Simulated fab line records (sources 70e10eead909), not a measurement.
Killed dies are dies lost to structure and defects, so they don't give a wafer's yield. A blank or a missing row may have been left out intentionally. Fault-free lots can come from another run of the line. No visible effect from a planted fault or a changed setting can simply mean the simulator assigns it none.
fab line records	flow nand_harc
record: lots: 13	wafers: 39	last_day: 23
route steps=1159 shown A_CHANNEL_HOLE_D1@450 THIN_TSV@1126 END@1159
lots that met no fault: taken from a fault-free run of the same line
start_h: start of the lot's first displayed wafer, in hours after the record's first day	wait_h: hours from the lot's prior step to this one	" repeats the value in the row above	L1.1+2: several wafers, shown together as one row	- no value, or no start was given	* or withheld: withheld	< > ~ a bound
route shown NAME@n: a module of which the file shows steps, and the number in the route of the first	usual: mean and standard deviation over wafers with no fault	same: alike in all rows	chamber/n: place in a boat	sites: per-site readings	_std_site: how widely they spread, as a standard deviation	_edge_site: outer sites' mean less inner sites'	radius_mm: how far each site lies from the wafer's centre	mask NAME#n: copy n	behind: the most recent tool/chamber to have shaped the wafer	hold: what put the lot on hold/how long, in hours/how the hold closed	device: which transistor (n, p or np) failed to switch	end of line: the tests these same wafers got at the end of their route	a step with no rows: only its recipe	killed: not the wafer's yield, but the dies lost to structure and defects at the first sort	map: dies across one wafer; x = killed, . = not, _ = none there
set.NAME: the setting as run; set.NAME@STEP: as run at that earlier step	model.NAME: the simulator's own value behind a step, which no gauge read
one table for each step of the route and one row for each wafer, over a sample of lots
services: a tool's chamber out of use, with start hour (start_h, from the record's first day; less than 0 if before it), hours out, and reason
== steps ==
step: NHARC_A_CHANNEL_HOLE_D1_DEP_00
recipe: target_thk_a: 31000	temp_c: 400	material: aC
usual: throttle_valve_pct: 34.998/0.0087
lot.wafer	tool	chamber	start_h	wait_h	throttle_valve_pct
L161.1	acl_dep-01	0	185.59	1.5	34.998
L161.3	"	0	"	"	34.994
L161.4	"	0	"	"	34.998
L164.1	acl_dep-03	0	187.20	2.7	34.995
L164.5	"	0	188.45	3.9	34.999
L164.6	"	0	"	"	35.018
L165.1	acl_dep-01	0	196.83	0.8	34.990
L165.4	"	0	"	"	34.994
L165.5	"	0	"	"	34.990
L168.1	acl_dep-01	0	203.47	0.1	34.992
L168.2	"	0	"	"	34.979
L168.4	"	0	"	"	34.988
L167.4	acl_dep-02	0	204.31	1.0	34.991
L167.5	"	0	"	"	35.000
L167.6	"	0	"	"	34.993
L169.2	acl_dep-02	0	226.68	2.2	35.008
L169.5	"	0	"	"	34.994
L169.6	"	0	"	"	34.993
L172.2	acl_dep-01	0	226.69	2.1	35.007
L172.3	"	0	"	"	35.013
L172.6	"	0	"	"	34.993
L170.1	acl_dep-02	0	228.27	3.5	35.011
L170.4	"	0	"	"	35.014
L170.5	"	0	"	"	35.003
L171.1	acl_dep-02	0	231.90	3.8	34.993
L171.3	"	0	"	"	35.000
L171.6	"	0	"	"	35.005
L173.2	acl_dep-01	0	249.48	0.4	34.990
L173.3	"	0	"	"	34.999
L173.4	"	0	"	"	35.004
L175.3	acl_dep-01	0	254.47	1.3	34.993
L175.5	"	0	"	"	34.982
L175.6	"	0	"	"	34.994
L176.1	acl_dep-02	0	263.11	0.1	34.999
L176.4	"	0	"	"	35.010
L176.6	"	0	"	"	35.004
L177.1	acl_dep-01	0	263.14	0.1	35.000
L177.3	"	0	"	"	35.001
L177.6	"	0	"	"	35.000
step: NHARC_THIN_TSV_STRIP_62
recipe: power_w: 1500	temp_c: 250	time_s: 20	chemistry: N2/H2
usual: drypump_motor_current_A: 5.74/0.18	heater_power_w: 338/24
lot.wafer	tool	chamber	start_h	wait_h	drypump_motor_current_A	heater_power_w	rf_hours_counter_h
L164.1	plasma_asher-01	1	433.79	-	5.44	368	54
L164.6	"	0	"	"	5.95	368	-
L164.5	"	1	"	"	5.40	376	-
L161.1	plasma_asher-02	0	442.95	-	5.68	311	23
L161.3	"	0	"	"	5.67	319	-
L161.4	"	1	"	"	5.85	336	-
L165.1	plasma_asher-02	0	445.63	-	5.74	306	25
L165.4	"	1	"	"	5.86	325	-
L165.5	"	0	"	"	5.70	314	-
L168.1	plasma_asher-02	0	460.18	-	5.63	318	31
L168.2	"	1	"	"	5.85	332	31
L168.4	"	1	"	"	5.82	331	-
L167.4	plasma_asher-02	0	461.30	-	5.68	305	-
L167.5	"	1	"	"	5.83	318	-
L167.6	"	0	"	"	5.70	310	-
L170.1	plasma_asher-02	1	486.14	-	5.80	337	39
L170.4	"	1	"	"	5.79	326	-
L170.5	"	1	"	"	5.79	337	-
L169.2	plasma_asher-01	1	489.85	-	5.48	350	9
L169.5	"	0	"	"	5.97	370	-
L169.6	"	1	"	"	5.44	353	-
L172.2	plasma_asher-02	0	491.46	-	5.68	309	41
L172.3	"	0	"	"	5.66	308	-
L172.6	"	0	"	"	5.70	320	-
L171.1	plasma_asher-01	1	500.14	-	5.40	353	13
L171.3	"	0	"	"	5.91	369	-
L171.6	"	0	"	"	5.91	368	-
L173.2	plasma_asher-02	1	501.09	-	5.83	329	44
L173.4	"	0	"	"	5.71	318	-
L173.3	"	1	"	"	5.81	331	-
L175.3	plasma_asher-02	1	508.57	-	5.85	333	-
L175.6	"	1	"	"	5.87	333	-
L175.5	"	0	"	"	5.67	313	-
L177.3	plasma_asher-02	1	530.39	-	5.83	329	-
L177.6	"	0	"	"	5.70	314	-
L176.1	plasma_asher-02	0	531.38	-	5.69	311	54
L176.4	"	1	"	"	5.84	322	-
L176.6	"	0	"	"	5.68	311	-
step: NHARC_THIN_TSV_ANNEAL_52
recipe: temp_c: 225	time_s: 90
usual: wafer_temp_C_max: 226.3/0.33
lot.wafer	tool	chamber	start_h	wait_h	wafer_temp_C_max
L164.1	rtp_anneal-02	0	435.28	0.7	227.1
L164.5	"	0	"	"	226.6
L164.6	"	0	"	"	226.2
L161.1	rtp_anneal-02	0	444.34	0.6	225.7
L161.3	"	0	"	"	225.9
L161.4	"	0	"	"	226.4
L165.1	rtp_anneal-02	0	446.96	0.5	226.4
L165.4	"	0	"	"	226.0
L165.5	"	0	"	"	225.8
L168.1	rtp_anneal-02	0	461.54	0.5	226.3
L168.2	"	0	"	"	226.2
L168.4	"	0	"	"	225.9
L167.4	rtp_anneal-01	0	462.85	0.7	227.0
L167.5	"	0	"	"	226.6
L167.6	"	0	"	"	226.4
L170.1	rtp_anneal-02	0	487.48	0.6	226.0
L170.4	"	0	"	"	226.4
L170.5	"	0	"	"	226.7
L169.2	rtp_anneal-01	0	491.31	0.6	226.5
L169.5	"	0	"	"	226.1
L169.6	"	0	"	"	226.5
L172.2	rtp_anneal-02	0	492.88	0.6	226.2
L172.3	"	0	"	"	225.9
L172.6	"	0	"	"	226.2
L171.1	rtp_anneal-02	0	501.48	0.5	226.1
L171.3	"	0	"	"	226.7
L171.6	"	0	"	"	226.3
L173.2	rtp_anneal-02	0	502.54	0.7	226.3
L173.3	"	0	"	"	226.4
L173.4	"	0	"	"	226.2
L175.3	rtp_anneal-02	0	510.01	0.5	226.5
L175.5	"	0	"	"	226.2
L175.6	"	0	"	"	226.1
L177.3	rtp_anneal-02	0	531.83	0.6	226.1
L177.6	"	0	"	"	226.3
L176.1	rtp_anneal-01	0	532.79	0.6	226.2
L176.4	"	0	"	"	226.6
L176.6	"	0	"	"	227.3
step: NHARC_THIN_TSV_CD_MEAS_33
recipe: target_cd_nm: 5000	landing_energy_ev: 500
usual: cd_nm: 4999.1/1.6
lot.wafer	tool	chamber	start_h	wait_h	cd_nm
L164.1	cd_sem-01	0	437.27	-	4998.0
L164.5	"	0	"	"	4998.1
L164.6	"	0	"	"	4998.9
L161.1	cd_sem-01	0	446.27	-	5000.2
L161.3	"	0	"	"	5001.9
L161.4	"	0	"	"	4997.9
L165.1	cd_sem-02	0	448.91	-	4999.3
L165.4	"	0	"	"	4995.4
L165.5	"	0	"	"	4998.6
L168.1	cd_sem-02	0	463.81	-	4999.5
L168.2	"	0	"	"	4999.2
L168.4	"	0	"	"	5000.4
L167.4	cd_sem-03	0	464.64	-	4997.1
L167.5	"	0	"	"	4996.9
L167.6	"	0	"	"	5000.2
L170.1	cd_sem-03	0	489.42	-	4996.9
L170.4	"	0	"	"	4995.8
L170.5	"	0	"	"	4995.1
L169.2	cd_sem-01	0	493.34	-	5001.9
L169.5	"	0	"	"	5000.9
L169.6	"	0	"	"	4999.2
L172.2	cd_sem-03	0	494.78	-	4996.6
L172.3	"	0	"	"	4999.7
L172.6	"	0	"	"	4999.0
L171.1	cd_sem-03	0	503.42	-	4997.4
L171.3	"	0	"	"	5002.8
L171.6	"	0	"	"	4995.6
L173.2	cd_sem-01	0	504.31	-	5000.4
L173.3	"	0	"	"	4999.0
L173.4	"	0	"	"	4998.8
L175.3	cd_sem-01	0	511.87	-	4998.4
L175.5	"	0	"	"	4997.3
L175.6	"	0	"	"	4997.8
L177.3	cd_sem-02	0	533.70	-	4998.0
L177.6	"	0	"	"	4997.6
L176.1	cd_sem-02	0	535.01	-	4996.2
L176.4	"	0	"	"	4999.9
L176.6	"	0	"	"	4997.5
step: NHARC_END_SORT_01
recipe: temp_c: 25
usual: killed_at_array: 29/11	killed_at_other: 0.5/0.8	killed_at_periphery: 3.5/2.8	killed_dies: 33/12	killed_open: 3.1/1.8	killed_short: 1.8/1.4
same: gross_dies: 677
lot.wafer	tool	chamber	start_h	wait_h	hold	killed_at_array	killed_at_other	killed_at_periphery	killed_dies	killed_open	killed_short
L164.1	prober-02	0	444.36	2.5	-	12	0	4	16	4	0
L164.5	prober-02	0	447.50	3.6	-	10	0	4	14	1	0
L164.6	prober-02	0	448.28	3.9	-	16	0	3	19	3	4
L161.1	prober-02	0	453.24	2.5	-	9	0	1	10	2	2
L161.3	prober-02	0	454.83	3.1	-	11	0	3	14	5	1
L161.4	prober-02	0	455.63	3.4	-	5	0	2	7	4	1
L165.1	prober-02	0	476.61	2.5	-	38	1	1	40	2	2
L165.4	prober-02	0	479.02	3.4	-	42	0	3	45	1	4
L165.5	prober-02	0	479.83	3.7	-	41	0	6	47	6	1
L168.1	prober-01	0	486.22	2.5	-	27	0	4	31	1	3
L168.2	prober-01	0	487.03	2.8	-	31	0	1	32	0	4
L168.4	prober-01	0	488.64	3.4	-	30	0	6	36	3	0
L167.4	prober-02	0	494.69	3.4	-	22	2	0	24	5	2
L167.5	prober-02	0	495.49	3.7	-	16	3	3	22	5	2
L167.6	prober-02	0	496.28	4.0	-	23	2	7	32	5	2
L170.1	prober-01	0	498.34	2.5	-	37	0	2	39	2	4
L170.4	prober-01	0	500.71	3.4	-	33	0	8	41	1	0
L170.5	prober-01	0	501.50	3.7	-	46	0	3	49	3	3
L169.2	prober-02	0	502.87	2.8	-	40	0	10	50	1	3
L169.5	prober-02	0	505.30	3.7	-	35	0	3	38	1	1
L169.6	prober-02	0	506.11	4.1	-	46	0	8	54	1	1
L172.2	prober-01	0	506.88	2.8	-	17	0	3	20	1	3
L172.3	prober-01	0	507.69	3.1	-	16	0	4	20	3	3
L172.6	prober-01	0	510.14	4.1	-	14	1	6	21	8	2
L173.2	prober-02	0	513.15	2.8	-	25	1	4	30	6	3
L173.3	prober-02	0	513.95	3.1	-	33	0	0	33	3	2
L173.4	prober-02	0	514.75	3.4	-	35	0	1	36	3	2
L171.1	prober-01	0	513.94	2.5	-	24	0	1	25	3	0
L171.3	prober-01	0	515.57	3.1	-	18	1	1	20	2	0
L171.6	prober-01	0	518.00	4.1	-	19	1	1	21	2	1
L175.3	prober-01	0	523.38	3.1	-	18	1	3	22	2	3
L175.5	prober-01	0	524.99	3.7	-	15	2	11	28	2	2
L175.6	prober-01	0	525.79	4.0	-	24	1	3	28	4	1
L177.1	prober-02	0	542.63	2.5	await_dispo/2.6h/release	671	0	6	677	10	3
L177.3	prober-02	0	544.23	3.1	await_dispo/2.6h/release	33	0	3	36	1	2
L177.6	prober-02	0	546.62	4.0	await_dispo/2.6h/release	35	1	4	40	6	3
L176.1	prober-02	0	550.42	2.5	-	32	0	1	33	2	0
L176.4	prober-02	0	552.82	3.4	-	33	0	1	34	2	0
L176.6	prober-02	0	554.42	4.0	-	39	0	2	41	3	1
killed by level:class
L164.1 A_CONTACT:chamber_film_flake=4 A_CHANNEL_HOLE_D1:chamber_film_flake=3 A_CHANNEL_FILL_D1:geometric_particle:open=1 A_SGD_CUT:geometric_particle:open=1 A_CONTACT:geometric_particle:open=1 A_BLC:geometric_particle:open=1 P_STI:chamber_film_flake=1 P_GATE:chamber_film_flake=1
L164.5 A_CHANNEL_HOLE_D1:chamber_film_flake=4 P_STI:chamber_film_flake=3 A_CONTACT:chamber_film_flake=3 A_STAIRCASE:chamber_film_flake=2 A_CONTACT:geometric_particle:open=1 P_M1:chamber_film_flake=1
L164.6 A_CHANNEL_HOLE_D1:chamber_film_flake=5 A_SLIT:chamber_film_flake=3 A_CONTACT:geometric_particle:open=2 A_M0:geometric_particle:short=2 A_CONTACT:chamber_film_flake=2 P_M2:geometric_particle:short=1 A_BLC:geometric_particle:short=1 A_M0:geometric_particle:open=1
L161.1 A_CONTACT:chamber_film_flake=2 A_ONON_D1:geometric_particle:short=1 A_WL_FILL:geometric_particle:short=1 A_WL_FILL:geometric_particle:open=1 A_CONTACT:geometric_particle:open=1 P_STI:chamber_film_flake=1 A_CHANNEL_HOLE_D1:chamber_film_flake=1 A_STAIRCASE:chamber_film_flake=1
L161.3 A_CHANNEL_HOLE_D1:chamber_film_flake=3 A_CONTACT:chamber_film_flake=3 P_M0:geometric_particle:open=2 A_M0:geometric_particle:open=2 A_ONON_D1:geometric_particle:short=1 A_CHANNEL_HOLE_D1:geometric_particle:open=1 P_ZERO_WELL:chamber_film_flake=1 A_ZERO_WELL:chamber_film_flake=1
L161.4 P_CONTACT:geometric_particle:open=1 A_ONON_D1:geometric_particle:open=1 A_CHANNEL_FILL_D1:geometric_particle:open=1 A_CHANNEL_FILL_D1:geometric_particle:short=1 A_WL_FILL:geometric_particle:open=1 P_GATE:chamber_film_flake=1 A_STAIRCASE:chamber_film_flake=1
L165.1 A_SLIT:chamber_film_flake=15 A_CHANNEL_HOLE_D1:chamber_film_flake=11 A_CONTACT:chamber_film_flake=8 A_CHANNEL_FILL_D1:geometric_particle:short=1 A_SGD_CUT:geometric_particle:open=1 A_CONTACT:geometric_particle:open=1 STARTING-WAFER:geometric_particle:short=1 P_STI:chamber_film_flake=1
L165.4 A_CHANNEL_HOLE_D1:chamber_film_flake=16 A_SLIT:chamber_film_flake=11 A_CONTACT:chamber_film_flake=8 P_ZERO_WELL:chamber_film_flake=2 A_SOURCE_PLATE:geometric_particle:short=1 A_CHANNEL_FILL_D1:geometric_particle:open=1 A_SGD_CUT:geometric_particle:short=1 A_SLIT:geometric_particle:short=1
L165.5 A_CHANNEL_HOLE_D1:chamber_film_flake=12 A_SLIT:chamber_film_flake=12 A_CONTACT:chamber_film_flake=11 P_STI:chamber_film_flake=2 P_CONTACT:geometric_particle:open=1 P_M0:geometric_particle:open=1 P_M1:geometric_particle:open=1 A_ONON_D1:geometric_particle:short=1
L168.1 A_SGD_CUT:chamber_film_flake=11 A_SLIT:chamber_film_flake=9 P_M0:geometric_particle:short=2 P_ZERO_WELL:chamber_film_flake=2 A_ZERO_WELL:chamber_film_flake=2 A_STAIRCASE:chamber_film_flake=2 A_SGD_CUT:geometric_particle:open=1 A_M0:geometric_particle:short=1
L168.2 A_SLIT:chamber_film_flake=8 A_CONTACT:chamber_film_flake=7 A_CHANNEL_HOLE_D1:chamber_film_flake=5 A_SGD_CUT:chamber_film_flake=4 A_STAIRCASE:chamber_film_flake=2 A_ONON_D1:geometric_particle:short=1 A_CHANNEL_HOLE_D1:geometric_particle:short=1 A_WL_FILL:geometric_particle:short=1
L168.4 A_SLIT:chamber_film_flake=13 A_CONTACT:chamber_film_flake=5 A_ZERO_WELL:chamber_film_flake=3 A_SGD_CUT:chamber_film_flake=3 P_ZERO_WELL:chamber_film_flake=2 P_STI:chamber_film_flake=2 A_CHANNEL_HOLE_D1:chamber_film_flake=2 A_STAIRCASE:chamber_film_flake=2
L167.4 A_CHANNEL_HOLE_D1:chamber_film_flake=9 A_STAIRCASE:chamber_film_flake=3 A_CONTACT:chamber_film_flake=3 A_WL_FILL:geometric_particle:open=2 THIN_TSV:chamber_film_flake=2 A_SOURCE_PLATE:geometric_particle:open=1 A_CHANNEL_FILL_D1:geometric_particle:open=1 A_WL_FILL:geometric_particle:short=1
L167.5 A_CHANNEL_HOLE_D1:chamber_film_flake=8 A_CONTACT:chamber_film_flake=3 A_CONTACT:geometric_particle:open=2 THIN_TSV:chamber_film_flake=2 P_GATE:geometric_particle:open=1 A_ONON_D1:geometric_particle:short=1 A_WL_FILL:geometric_particle:short=1 A_BLC:geometric_particle:open=1
L167.6 A_CHANNEL_HOLE_D1:chamber_film_flake=15 P_STI:chamber_film_flake=2 P_GATE:chamber_film_flake=2 A_CONTACT:chamber_film_flake=2 THIN_TSV:chamber_film_flake=2 P_GATE:geometric_particle:open=1 P_CONTACT:geometric_particle:open=1 P_M2:geometric_particle:open=1
L170.1 A_CHANNEL_HOLE_D1:chamber_film_flake=15 A_SLIT:chamber_film_flake=12 A_ONON_D1:geometric_particle:short=2 P_STI:geometric_particle:short=1 A_CHANNEL_HOLE_D1:geometric_particle:short=1 A_CONTACT:geometric_particle:open=1 A_M0:geometric_particle:open=1 P_STI:chamber_film_flake=1
L170.4 A_SLIT:chamber_film_flake=17 A_CHANNEL_HOLE_D1:chamber_film_flake=10 P_STI:chamber_film_flake=5 P_GATE:chamber_film_flake=3 A_ZERO_WELL:chamber_film_flake=2 A_STAIRCASE:chamber_film_flake=2 A_CONTACT:geometric_particle:open=1 A_CONTACT:chamber_film_flake=1
L170.5 A_CHANNEL_HOLE_D1:chamber_film_flake=19 A_SLIT:chamber_film_flake=16 A_CONTACT:chamber_film_flake=4 P_GATE:chamber_film_flake=2 A_CHANNEL_FILL_D1:geometric_particle:open=1 A_CHANNEL_FILL_D1:geometric_particle:short=1 A_WL_FILL:geometric_particle:short=1 A_CONTACT:geometric_particle:short=1
L169.2 A_SLIT:chamber_film_flake=14 A_CHANNEL_HOLE_D1:chamber_film_flake=10 A_CHANNEL_FILL_D1:chamber_film_flake=6 P_STI:chamber_film_flake=5 P_ZERO_WELL:chamber_film_flake=3 A_STAIRCASE:chamber_film_flake=3 A_M0:chamber_film_flake=3 P_M2:geometric_particle:short=1
L169.5 A_CHANNEL_HOLE_D1:chamber_film_flake=16 A_SLIT:chamber_film_flake=13 P_CONTACT:chamber_film_flake=2 A_WL_FILL:chamber_film_flake=2 A_ONON_D1:geometric_particle:open=1 A_WL_FILL:geometric_particle:short=1 P_STI:chamber_film_flake=1 A_STAIRCASE:chamber_film_flake=1
L169.6 A_CHANNEL_HOLE_D1:chamber_film_flake=17 A_SLIT:chamber_film_flake=13 P_STI:chamber_film_flake=5 A_STAIRCASE:chamber_film_flake=5 P_ZERO_WELL:chamber_film_flake=3 A_WL_FILL:chamber_film_flake=3 A_CONTACT:chamber_film_flake=3 A_M0:chamber_film_flake=2
L172.2 A_CHANNEL_HOLE_D1:chamber_film_flake=4 A_CHANNEL_FILL_D1:chamber_film_flake=4 A_ZERO_WELL:chamber_film_flake=2 A_CONTACT:chamber_film_flake=2 P_M0:geometric_particle:short=1 A_ONON_D1:geometric_particle:open=1 A_WL_FILL:geometric_particle:short=1 A_M1:geometric_particle:short=1
L172.3 A_CHANNEL_HOLE_D1:chamber_film_flake=4 A_CONTACT:chamber_film_flake=4 A_CHANNEL_FILL_D1:chamber_film_flake=3 P_GATE:chamber_film_flake=2 P_STI:geometric_particle:open=1 A_SOURCE_PLATE:geometric_particle:short=1 A_CHANNEL_HOLE_D1:geometric_particle:open=1 A_CHANNEL_FILL_D1:geometric_particle:short=1
L172.6 A_CHANNEL_HOLE_D1:chamber_film_flake=5 A_CONTACT:chamber_film_flake=3 A_CONTACT:geometric_particle:open=2 A_M1:geometric_particle:open=2 P_GATE:geometric_particle:open=1 P_CONTACT:geometric_particle:open=1 P_M0:geometric_particle:open=1 P_M0:geometric_particle:short=1
L173.2 A_SLIT:chamber_film_flake=16 P_GATE:geometric_particle:short=2 A_CHANNEL_HOLE_D1:chamber_film_flake=2 P_M0:geometric_particle:open=1 A_ONON_D1:geometric_particle:open=1 A_CHANNEL_FILL_D1:geometric_particle:open=1 A_CONTACT:geometric_particle:short=1 A_CONTACT:geometric_particle:open=1
L171.1 A_CHANNEL_HOLE_D1:chamber_film_flake=5 A_M1:chamber_film_flake=5 A_CHANNEL_FILL_D1:chamber_film_flake=3 A_CONTACT:chamber_film_flake=3 A_STAIRCASE:chamber_film_flake=2 A_M0:chamber_film_flake=2 A_ONON_D1:geometric_particle:open=1 A_SGD_CUT:geometric_particle:open=1
L173.3 A_SLIT:chamber_film_flake=16 A_CHANNEL_HOLE_D1:chamber_film_flake=6 A_CONTACT:chamber_film_flake=3 A_STAIRCASE:chamber_film_flake=2 A_CHANNEL_HOLE_D1:geometric_particle:short=1 A_CHANNEL_HOLE_D1:geometric_particle:open=1 A_CHANNEL_FILL_D1:geometric_particle:short=1 A_CONTACT:geometric_particle:open=1
L173.4 A_SLIT:chamber_film_flake=18 A_CHANNEL_HOLE_D1:chamber_film_flake=6 A_STAIRCASE:chamber_film_flake=2 A_CONTACT:chamber_film_flake=2 A_CHANNEL_HOLE_D1:geometric_particle:short=1 A_WL_FILL:geometric_particle:open=1 A_CONTACT:geometric_particle:short=1 A_CONTACT:geometric_particle:open=1
L171.3 A_CHANNEL_HOLE_D1:chamber_film_flake=5 A_M1:chamber_film_flake=4 A_STAIRCASE:chamber_film_flake=3 A_CONTACT:chamber_film_flake=3 P_GATE:geometric_particle:open=1 A_CONTACT:geometric_particle:open=1 A_WL_FILL:chamber_film_flake=1 A_CHANNEL_FILL_D1:chamber_film_flake=1
L171.6 A_STAIRCASE:chamber_film_flake=5 A_M0:chamber_film_flake=5 A_CONTACT:chamber_film_flake=2 A_M1:chamber_film_flake=2 P_CONTACT:geometric_particle:open=1 A_WL_FILL:geometric_particle:short=1 A_CONTACT:geometric_particle:open=1 A_CHANNEL_HOLE_D1:chamber_film_flake=1
L175.3 A_CHANNEL_HOLE_D1:chamber_film_flake=7 A_STAIRCASE:chamber_film_flake=3 A_CONTACT:chamber_film_flake=3 P_STI:chamber_film_flake=2 A_SOURCE_PLATE:geometric_particle:open=1 A_ONON_D1:geometric_particle:short=1 A_WL_FILL:geometric_particle:short=1 A_CONTACT:geometric_particle:open=1
L175.5 P_STI:chamber_film_flake=4 P_BONDPAD:chamber_film_flake=4 A_CHANNEL_HOLE_D1:chamber_film_flake=4 A_STAIRCASE:chamber_film_flake=4 A_CONTACT:chamber_film_flake=3 P_ZERO_WELL:chamber_film_flake=2 P_M2:geometric_particle:open=1 A_SGD_CUT:geometric_particle:open=1
L175.6 A_CHANNEL_HOLE_D1:chamber_film_flake=9 A_CONTACT:chamber_film_flake=5 A_CHANNEL_FILL_D1:chamber_film_flake=3 P_M0:geometric_particle:open=2 A_WL_FILL:chamber_film_flake=2 A_ONON_D1:geometric_particle:short=1 A_ONON_D1:geometric_particle:open=1 A_BLC:geometric_particle:open=1
L177.1 A_CHANNEL_HOLE_D1:area_dep=638 A_CHANNEL_HOLE_D1:chamber_film_flake=16 A_STAIRCASE:chamber_film_flake=4 A_WL_FILL:geometric_particle:short=3 A_M0:geometric_particle:open=3 P_GATE:geometric_particle:open=1 P_CONTACT:geometric_particle:open=1 P_M0:geometric_particle:open=1
L177.3 A_CHANNEL_HOLE_D1:chamber_film_flake=23 A_CONTACT:chamber_film_flake=4 P_M0:chamber_film_flake=2 A_CHANNEL_FILL_D1:chamber_film_flake=2 A_STAIRCASE:chamber_film_flake=2 P_CONTACT:geometric_particle:open=1 A_SOURCE_PLATE:geometric_particle:short=1 A_BONDPAD:geometric_particle:short=1
L177.6 A_CHANNEL_HOLE_D1:chamber_film_flake=18 A_STAIRCASE:chamber_film_flake=5 A_CONTACT:chamber_film_flake=3 A_ONON_D1:geometric_particle:open=2 P_M0:chamber_film_flake=2 P_GATE:geometric_particle:open=1 A_CHANNEL_FILL_D1:geometric_particle:short=1 A_CHANNEL_FILL_D1:geometric_particle:open=1
L176.1 A_SLIT:chamber_film_flake=17 A_CHANNEL_HOLE_D1:chamber_film_flake=6 A_STAIRCASE:chamber_film_flake=4 A_CHANNEL_FILL_D1:chamber_film_flake=2 A_SGD_CUT:geometric_particle:open=1 A_WL_FILL:geometric_particle:open=1 P_ZERO_WELL:chamber_film_flake=1 A_ZERO_WELL:chamber_film_flake=1
L176.4 A_SLIT:chamber_film_flake=19 A_STAIRCASE:chamber_film_flake=5 A_ZERO_WELL:chamber_film_flake=3 A_CHANNEL_HOLE_D1:chamber_film_flake=2 A_CONTACT:chamber_film_flake=2 P_M0:geometric_particle:open=1 A_CHANNEL_FILL_D1:geometric_particle:open=1 A_CHANNEL_FILL_D1:chamber_film_flake=1
L176.6 A_SLIT:chamber_film_flake=19 A_CHANNEL_HOLE_D1:chamber_film_flake=9 A_CONTACT:chamber_film_flake=5 P_ZERO_WELL:chamber_film_flake=2 A_SOURCE_PLATE:geometric_particle:open=1 A_ONON_D1:geometric_particle:open=1 A_CONTACT:geometric_particle:short=1 A_CONTACT:geometric_particle:open=1
== services ==
tool	chamber	start_h	hours	kind
acl_dep-02	-	166.29	0.3	repair
acl_dep-02	-	169.06	13.0	pm
plasma_asher-02	-	183.50	9.0	pm
plasma_asher-02	0	183.50	9.0	vent_cycle
plasma_asher-02	1	183.50	9.0	vent_cycle
plasma_asher-02	0	192.50	-	clean
plasma_asher-02	1	192.50	-	clean
plasma_asher-01	-	204.99	0.9	repair
acl_dep-03	-	223.00	13.0	pm
plasma_asher-01	-	276.00	9.0	pm
acl_dep-01	-	295.50	5.3	repair
rtp_anneal-02	-	300.00	12.0	pm
acl_dep-01	-	300.85	13.0	pm
acl_dep-02	-	350.91	13.0	pm
plasma_asher-02	-	360.60	9.0	pm
plasma_asher-02	0	360.60	9.0	vent_cycle
plasma_asher-02	1	360.60	9.0	vent_cycle
rtp_anneal-01	-	374.92	1.0	repair
acl_dep-03	-	405.21	13.0	pm
plasma_asher-01	-	453.11	9.0	pm
acl_dep-01	-	482.35	13.0	pm
acl_dep-03	-	517.60	11.3	repair
plasma_asher-02	-	526.34	1.2	repair
acl_dep-02	-	531.91	13.0	pm
== key ==
first_sign: step: NHARC_END_SORT_01	reading: killed_at_array	direction: up	sigmas: 57	usual: 29	struck: 671
effect: step: NHARC_END_SORT_01	reading: killed_dies	direction: up	sigmas: 54	usual: 33	struck: 677
more_kills_born_at: NHARC_A_CHANNEL_HOLE_D1_DEP_00@acl_dep-01: 638
met_at NHARC_A_CHANNEL_HOLE_D1_DEP_00
struck_lots L177
struck_wafers L177.1
later_rows_left_out L177.1
tester_left_out L177
not_acting_at NHARC_THIN_TSV_STRIP_62,NHARC_THIN_TSV_ANNEAL_52,NHARC_THIN_TSV_CD_MEAS_33
onset_between 254.47 263.14
fault: kind: process_parameter_drift	tool: acl_dep-01	chamber: -	onset_h: 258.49	steps: NHARC_A_CHANNEL_HOLE_D1_DEP_00	channel: target_thk_a	offset: *	shape: step	end_h: 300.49	scope: struck_wafers_only	acts_in: *	stated: *
tester_left_out: of these lots the tester's yield and bins aren't shown, on N5 and GAA mostly nor the transistor test; their killed dies are dies lost to structure and defects alone, not to doping, threshold or leakage, so they don't give the yield
later_rows_left_out: the simulator's readings of these wafers behind a module that went badly wrong aren't trusted and aren't shown, but for the sort
